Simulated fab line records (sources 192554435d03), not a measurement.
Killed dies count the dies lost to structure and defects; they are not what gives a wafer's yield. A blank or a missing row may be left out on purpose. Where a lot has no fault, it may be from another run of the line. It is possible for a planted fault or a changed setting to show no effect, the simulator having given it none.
Split-lot trial :: flow n5 finfet :: 21 wafers read across 7 lots, on a route 1938 steps long

== THE SPLIT ITSELF ==
At N5_HKMG_FIN_PEB_47 (peb time 60 s), the setting peb time s was moved away from the recipe's 60 s on 7 of the 21 wafers read, by -21.8% to +16.0%. All remaining wafers had this setting at the recipe value.

== FROM SPLIT TO READING: 1 step shown by the file between the two ==
- N5_HKMG_FIN_DEVELOP_48: develop time 30 s (also split here: develop time s)

== THE READING ==
cd nm, in nm, at N5_HKMG_FIN_CD_MEAS_49 (target cd 202 nm). Typical for fault-free wafers on this fab line: 202.1 nm, with standard deviation 0.51 nm.

wafer: L074.1
tool, chamber at the split: litho track-04, 0
peb time s as run, s: 60
against the recipe: recipe
cd nm, nm: 201.8
against lot-mates on the recipe: -

wafer: L074.5
tool, chamber at the split: litho track-04, 0
peb time s as run, s: 48.89
against the recipe: -18.5%
cd nm, nm: 196.1
against lot-mates on the recipe: -5.8

wafer: L074.6
tool, chamber at the split: litho track-04, 0
peb time s as run, s: 60
against the recipe: recipe
cd nm, nm: 202.0
against lot-mates on the recipe: -

wafer: L077.1
tool, chamber at the split: litho track-05, 0
peb time s as run, s: 60
against the recipe: recipe
cd nm, nm: 201.7
against lot-mates on the recipe: -

wafer: L077.2
tool, chamber at the split: litho track-05, 0
peb time s as run, s: 60
against the recipe: recipe
cd nm, nm: 203.6
against lot-mates on the recipe: -

wafer: L077.3
tool, chamber at the split: litho track-05, 0
peb time s as run, s: 69.6
against the recipe: +16.0%
cd nm, nm: 206.3
against lot-mates on the recipe: +3.7

wafer: L082.1
tool, chamber at the split: litho track-05, 0
peb time s as run, s: 60
against the recipe: recipe
cd nm, nm: 202.4
against lot-mates on the recipe: -

wafer: L082.4
tool, chamber at the split: litho track-05, 0
peb time s as run, s: 60
against the recipe: recipe
cd nm, nm: 201.6
against lot-mates on the recipe: -

wafer: L082.5
tool, chamber at the split: litho track-05, 0
peb time s as run, s: 60
against the recipe: recipe
cd nm, nm: 202.4
against lot-mates on the recipe: -

wafer: L083.3
tool, chamber at the split: litho track-05, 0
peb time s as run, s: 60
against the recipe: recipe
cd nm, nm: 201.3
against lot-mates on the recipe: -

wafer: L083.4
tool, chamber at the split: litho track-05, 0
peb time s as run, s: 47.05
against the recipe: -21.6%
cd nm, nm: 193.4
against lot-mates on the recipe: -7.6

wafer: L083.6
tool, chamber at the split: litho track-05, 0
peb time s as run, s: 60
against the recipe: recipe
cd nm, nm: 200.7
against lot-mates on the recipe: -

wafer: L091.1
tool, chamber at the split: litho track-05, 0
peb time s as run, s: 60
against the recipe: recipe
cd nm, nm: 202.3
against lot-mates on the recipe: -

wafer: L091.2
tool, chamber at the split: litho track-05, 0
peb time s as run, s: 46.94
against the recipe: -21.8%
cd nm, nm: 195.5
against lot-mates on the recipe: -6.8

wafer: L091.4
tool, chamber at the split: litho track-05, 0
peb time s as run, s: 46.94
against the recipe: -21.8%
cd nm, nm: 194.6
against lot-mates on the recipe: -7.7

wafer: L092.2
tool, chamber at the split: litho track-04, 0
peb time s as run, s: 60
against the recipe: recipe
cd nm, nm: 202.8
against lot-mates on the recipe: -

wafer: L092.5
tool, chamber at the split: litho track-04, 0
peb time s as run, s: 60
against the recipe: recipe
cd nm, nm: 202.2
against lot-mates on the recipe: -

wafer: L092.6
tool, chamber at the split: litho track-04, 0
peb time s as run, s: 60
against the recipe: recipe
cd nm, nm: 204.1
against lot-mates on the recipe: -

wafer: L094.1
tool, chamber at the split: litho track-04, 0
peb time s as run, s: 48.15
against the recipe: -19.8%
cd nm, nm: 194.0
against lot-mates on the recipe: -7.8

wafer: L094.3
tool, chamber at the split: litho track-04, 0
peb time s as run, s: 60
against the recipe: recipe
cd nm, nm: 201.8
against lot-mates on the recipe: -

wafer: L094.5
tool, chamber at the split: litho track-04, 0
peb time s as run, s: 48.15
against the recipe: -19.8%
cd nm, nm: 195.2
against lot-mates on the recipe: -6.6

FIT RESULTS
A straight line over all 21 wafers: cd nm changes by +0.345 nm for each +1% of peb time s; r = +0.97; the points scatter about the line by 0.92 nm.
The same after taking each lot's own level away (the mean of its wafers on the recipe; 21 wafers): +0.326 nm for each +1%; r = +0.98; scatter 0.68 nm.
The reading moves by 7.1 nm for the largest change in peb time s, on that fit.
From 201.00 to 203.03 nm: that is the span of the lots' own levels, equal to 4.0 times the standard deviation above.
Consequently the slope shifts little with the lot-to-lot level, the two slopes agreeing.
Check: with one of the wafers moved furthest among these (-21.8%) left out of the fit, the line predicts -7.38 nm for it against its lot-mates. Against them it came out at -6.8 nm.

== FURTHER SPLITS ON THESE WAFERS ==
Note: prior to the reading, these wafers also went through further splits. Each is held against what the fit with the lots' levels taken away leaves over:
other split on the same wafers: N5_ILD0_CMP_03 down force psi
wafers away from the commonest value: 7
r with cd nm (lot level and that fit taken away): -0.21

other split on the same wafers: N5_HKMG_FIN_DEVELOP_48 develop time s
wafers away from the commonest value: 9
r with cd nm (lot level and that fit taken away): +0.41

== THE WHOLE CHAIN: every reading that the file lists as answering this split, in the file's order ==
step: N5_HKMG_FIN_CD_MEAS_49
what it does: target cd 202 nm
reading: cd nm
change (the file's fit): +0.326 nm for each +1% of the setting
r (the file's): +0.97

step: N5_HKMG_FIN_ETCH_54
what it does: etches SiARC in CF4, target depth 45.5 nm, time 75.8 s
reading: HKMG_FIN.cd offset nm (the simulator's own value, which no gauge read)
change (the file's fit): +0.325 nm for each +1% of the setting
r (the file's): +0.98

== THE FILE'S OWN FIT ==
cd nm changes by +0.326 nm for each +1% of peb time s, r = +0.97.
